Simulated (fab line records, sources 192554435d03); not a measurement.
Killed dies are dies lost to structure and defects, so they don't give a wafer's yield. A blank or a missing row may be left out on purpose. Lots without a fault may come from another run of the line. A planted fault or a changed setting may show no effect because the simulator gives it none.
Which tool did it? | flow n5_finfet | 11 lots, 33 wafers sampled, at 5 steps of a route of 1938

WHAT THE GAUGES READ, wafer by wafer
N5_GATE_CUT_OVL_MEAS_14.
lot  | measured     | on         | GATE_CUT_OVL (nm)
L866 | day 4 12:02  | overlay-01 | 0.2 -0.5 0.0
L867 | day 4 17:50  | overlay-01 | -0.2 0.3 0.6
L868 | day 5 00:55  | overlay-02 | 1.1 1.7 -0.6
L869 | day 5 04:53  | overlay-01 | 1.5 -0.7 0.7
L873 | day 6 05:04  | overlay-01 | 0.0 0.1 0.0
L876 | day 7 04:38  | overlay-01 | 0.7 1.0 0.4
L877 | day 7 07:20  | overlay-01 | -0.9 0.9 -1.0
L883 | day 8 17:36  | overlay-02 | 0.1 0.4 0.0
L884 | day 8 22:44  | overlay-02 | -0.2 -0.8 0.6
L885 | day 9 06:59  | overlay-01 | 0.8 0.8 0.9
L889 | day 10 08:12 | overlay-02 | 0.8 0.2 0.8

N5_BEOL_M4_RC_MEAS_101.
lot  | measured     | on        | DIBL_N (mV/V)  | DIBL_P (mV/V)  | IOFF_N (nA/um)    | IOFF_P (nA/um) | ION_N (uA/um) | ION_P (uA/um) | SS_N (mV/dec)  | SS_P (mV/dec)  | VT_N (mV)   | VT_P (mV)
L866 | day 8 01:25  | prober-02 | 37.3 33.5 37.9 | 39.2 33.7 38.8 | 0.188 0.117 0.207 | 0.26 0.17 0.27 | 684 662 700   | 476 463 476   | 70.9 71.1 71.1 | 74.0 72.5 74.2 | 245 256 243 | -248 -251 -245
L867 | day 8 09:25  | prober-02 | 35.3 37.4 35.5 | 36.1 37.9 35.7 | 0.139 0.165 0.137 | 0.18 0.20 0.18 | 670 675 673   | 453 460 456   | 71.1 71.7 71.6 | 73.2 73.4 72.4 | 252 250 253 | -255 -250 -252
L868 | day 8 23:57  | prober-01 | 36.7 37.7 35.7 | 38.9 40.2 37.7 | 0.176 0.201 0.146 | 0.28 0.32 0.26 | 693 682 673   | 472 477 470   | 71.4 72.1 71.0 | 74.1 74.1 73.2 | 250 246 252 | -243 -240 -244
L869 | day 9 00:14  | prober-02 | 38.4 39.5 36.4 | 37.5 39.5 35.9 | 0.175 0.193 0.144 | 0.22 0.27 0.20 | 679 685 678   | 461 473 464   | 72.8 72.2 70.8 | 73.6 74.4 73.0 | 251 250 251 | -251 -249 -253
L873 | day 9 15:46  | prober-01 | 33.7 33.4 31.5 | 33.4 32.9 30.3 | 0.121 0.111 0.091 | 0.17 0.15 0.13 | 658 653 647   | 458 450 445   | 70.6 70.4 70.2 | 72.8 72.2 72.0 | 253 254 256 | -255 -253 -257
L876 | day 11 00:27 | prober-01 | 36.1 35.8 35.7 | 38.3 37.3 36.3 | 0.179 0.177 0.165 | 0.27 0.27 0.23 | 676 675 670   | 469 474 467   | 71.6 71.6 71.9 | 74.0 74.0 72.8 | 250 247 248 | -243 -244 -248
L877 | day 11 05:25 | prober-01 | 35.2 37.1 36.0 | 36.0 39.2 37.5 | 0.160 0.186 0.160 | 0.18 0.24 0.22 | 670 670 675   | 455 452 460   | 71.9 71.4 71.9 | 73.3 74.0 73.7 | 251 246 249 | -252 -250 -251
L883 | day 12 11:53 | prober-01 | 35.1 35.1 37.1 | 36.0 35.8 38.2 | 0.145 0.148 0.178 | 0.19 0.19 0.22 | 665 671 678   | 459 458 460   | 70.7 71.4 72.4 | 73.7 72.8 74.1 | 251 249 249 | -252 -250 -252
L884 | day 12 10:37 | prober-02 | 35.1 35.8 32.7 | 34.1 34.5 30.9 | 0.127 0.131 0.093 | 0.16 0.16 0.12 | 657 661 662   | 454 452 448   | 71.6 71.3 70.3 | 72.5 72.6 71.9 | 253 254 259 | -257 -257 -255
L885 | day 13 01:37 | prober-01 | 36.5 37.5 34.7 | 36.6 37.0 35.0 | 0.159 0.174 0.136 | 0.20 0.21 0.18 | 669 680 661   | 459 464 460   | 71.4 72.2 70.6 | 73.7 73.4 72.9 | 253 250 253 | -251 -249 -254
L889 | day 13 18:08 | prober-01 | 38.3 34.6 35.0 | 36.3 32.5 33.8 | 0.182 0.124 0.136 | 0.21 0.17 0.18 | 675 668 665   | 454 456 461   | 71.5 71.3 71.1 | 73.9 72.6 73.1 | 248 254 249 | -251 -253 -253

WHICH TOOL RAN EACH LOT (tool, then ch and the chambers of the sampled wafers, then the start)
lot  | N5_GATE_CUT_PECVD_57           | N5_GATE_CUT_EXPOSE_10             | N5_GATE_CUT_DESCUM_18
L866 | pecvd-03 ch 0,1,2, day 4 11:16 | euv_scanner-01 ch 0, day 4 11:53  | rie_diel-03 ch 1,2,3, day 4 12:08
L867 | pecvd-03 ch 0,1, day 4 17:04   | euv_scanner-01 ch 0, day 4 17:40  | rie_diel-04 ch 1,2,3, day 4 18:00
L868 | pecvd-04 ch 0,1,2, day 5 00:01 | euv_scanner-02 ch 0, day 5 00:46  | rie_diel-04 ch 0,2, day 5 01:01
L869 | pecvd-01 ch 0,1,2, day 5 04:07 | euv_scanner-02 ch 0, day 5 04:43  | rie_diel-03 ch 1,2,3, day 5 04:58
L873 | pecvd-04 ch 0,1,2, day 6 04:10 | euv_scanner-01 ch 0, day 6 04:53  | rie_diel-04 ch 2,3, day 6 05:09
L876 | pecvd-04 ch 0,1,2, day 7 03:44 | euv_scanner-02 ch 0, day 7 04:28  | rie_diel-03 ch 0,2,3, day 7 04:44
L877 | pecvd-01 ch 0,2, day 7 06:33   | euv_scanner-02 ch 0, day 7 07:10  | rie_diel-03 ch 0,1,3, day 7 07:26
L883 | pecvd-04 ch 0,1,2, day 8 16:42 | euv_scanner-01 ch 0, day 8 17:26  | rie_diel-04 ch 0,1,3, day 8 17:41
L884 | pecvd-01 ch 0,1, day 8 21:58   | euv_scanner-01 ch 0, day 8 22:35  | rie_diel-03 ch 0,2,3, day 8 23:08
L885 | pecvd-01 ch 0,1, day 9 06:10   | euv_scanner-01 ch 0, day 9 06:50  | rie_diel-03 ch 0,1,2, day 9 07:41
L889 | pecvd-04 ch 1,2, day 10 07:18  | euv_scanner-01 ch 0, day 10 08:02 | rie_diel-03 ch 1,2,3, day 10 08:20
- N5_GATE_CUT_PECVD_57: deposits SiNx from SiH4/NH3/N2, target thk 21 nm.
- N5_GATE_CUT_EXPOSE_10: exposes mask GATE CUT, target cd 20 nm.
- N5_GATE_CUT_DESCUM_18: chemistry O2, time 7 s.

WHAT THE TOOLS THEMSELVES READ (means of the sampled wafers that have a number; where no wafer has one, the mark that the record gives instead)
N5_GATE_CUT_PECVD_57.
lot  | tool     | heater_power_w (W) | showerhead_plenum_p_Torr (Torr) | throttle_valve_pct (%)
L866 | pecvd-03 | 817                | 5.23                            | 40.7
L867 | pecvd-03 | 819                | 5.28                            | 41.1
L868 | pecvd-04 | 764                | 5.15                            | 38.9
L869 | pecvd-01 | 685                | 5.14                            | 39.4
L873 | pecvd-04 | 819                | 5.15                            | 39.1
L876 | pecvd-04 | 815                | 5.15                            | 39.2
L877 | pecvd-01 | 678                | 5.11                            | 38.2
L883 | pecvd-04 | 724                | 5.15                            | 39.2
L884 | pecvd-01 | 724                | 5.14                            | 41.4
L885 | pecvd-01 | 780                | 5.19                            | 40.5
L889 | pecvd-04 | 852                | 5.16                            | 37.7

N5_GATE_CUT_EXPOSE_10.
lot  | tool           | exposure_dose_mJ_cm2 | reticle_temp_C (C)
L866 | euv_scanner-01 | 43.23                | 23.06
L867 | euv_scanner-01 | 43.27                | 23.07
L868 | euv_scanner-02 | 43.11                | 22.87
L869 | euv_scanner-02 | 43.16                | 22.94
L873 | euv_scanner-01 | 43.27                | 22.87
L876 | euv_scanner-02 | 42.31                | 22.98
L877 | euv_scanner-02 | 42.45                | 23.05
L883 | euv_scanner-01 | 43.22                | 23.02
L884 | euv_scanner-01 | 43.17                | 22.93
L885 | euv_scanner-01 | 43.23                | 22.91
L889 | euv_scanner-01 | 43.25                | 22.96

N5_GATE_CUT_DESCUM_18.
lot  | tool        | drypump_motor_current_A (A) | oes_product_au (a.u.) | rf_vpp_V (V) | showerhead_plenum_p_Torr (Torr) | throttle_valve_pct (%)
L866 | rie_diel-03 | 5.7                         | 0.75                  | 243.2        | 2.07                            | 20.48
L867 | rie_diel-04 | 5.8                         | 0.75                  | 244.6        | 2.16                            | 20.40
L868 | rie_diel-04 | 6.0                         | 0.75                  | 241.4        | 2.01                            | 20.46
L869 | rie_diel-03 | 5.7                         | 0.74                  | 242.1        | 2.07                            | 20.49
L873 | rie_diel-04 | 5.6                         | 0.76                  | 243.4        | 2.13                            | 20.40
L876 | rie_diel-03 | 5.5                         | 0.72                  | 241.7        | 2.01                            | 20.41
L877 | rie_diel-03 | 5.9                         | 0.72                  | 241.6        | 2.02                            | 20.60
L883 | rie_diel-04 | 6.1                         | 0.72                  | 242.7        | 2.11                            | 20.51
L884 | rie_diel-03 | 5.5                         | 0.71                  | 242.0        | 2.01                            | 20.44
L885 | rie_diel-03 | 5.9                         | 0.70                  | 242.5        | 2.05                            | 20.47
L889 | rie_diel-03 | 5.7                         | 0.71                  | 242.8        | 2.05                            | 20.54

THE ANSWER, worked out from the rows above alone
Rule: what is usual is taken from the lots themselves. Put in order of their means at a reading, lots are off if they are a third of the lots or fewer, leave a main group of 4 or more, and stand apart from it by a gap of 3 or more times the standard deviation of the main group's means; of several such gaps the widest counts. A main group whose means are all the same, to the digits that the tables above print for the reading, isn't used. A lot without any number at a reading at which 4 lots or more have one is off too. The other lots that the step has rows for count as sound. The gauges are gone through in route order, then the tools' own readings, and for those a lot's mean is taken as printed above. The first step at which some lot is off is used, and at that step the reading that is off furthest; a lot without a number counts as furthest.
Off: L876, L877, at N5_GATE_CUT_EXPOSE_10 (exposure_dose_mJ_cm2). The main group: mean 43.21, standard deviation 0.051.
A tool fits if, at that step or a process step before it, it ran every lot that is off, and no sound lot after the first of them. One fits: euv_scanner-02 at N5_GATE_CUT_EXPOSE_10. Its last sound lot is L869 (day 5 04:43), its first lot that is off L876 (day 7 04:28): a fault that began between those two fits.
The tool's own readings at N5_GATE_CUT_EXPOSE_10 bear it out: on the lots that are off they differ by more than 5 times the standard deviation of the sound lots' means. exposure_dose_mJ_cm2 reads 42.38 there against 43.21 on the sound lots.

WHAT THE SIMULATOR HAD PUT IN
Process parameter drift: euv_scanner-02, from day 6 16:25 on, at N5_GATE_CUT_EXPOSE_10. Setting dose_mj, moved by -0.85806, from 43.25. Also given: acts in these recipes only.
Lots struck among those shown: L876, L877. The rule above found the same.
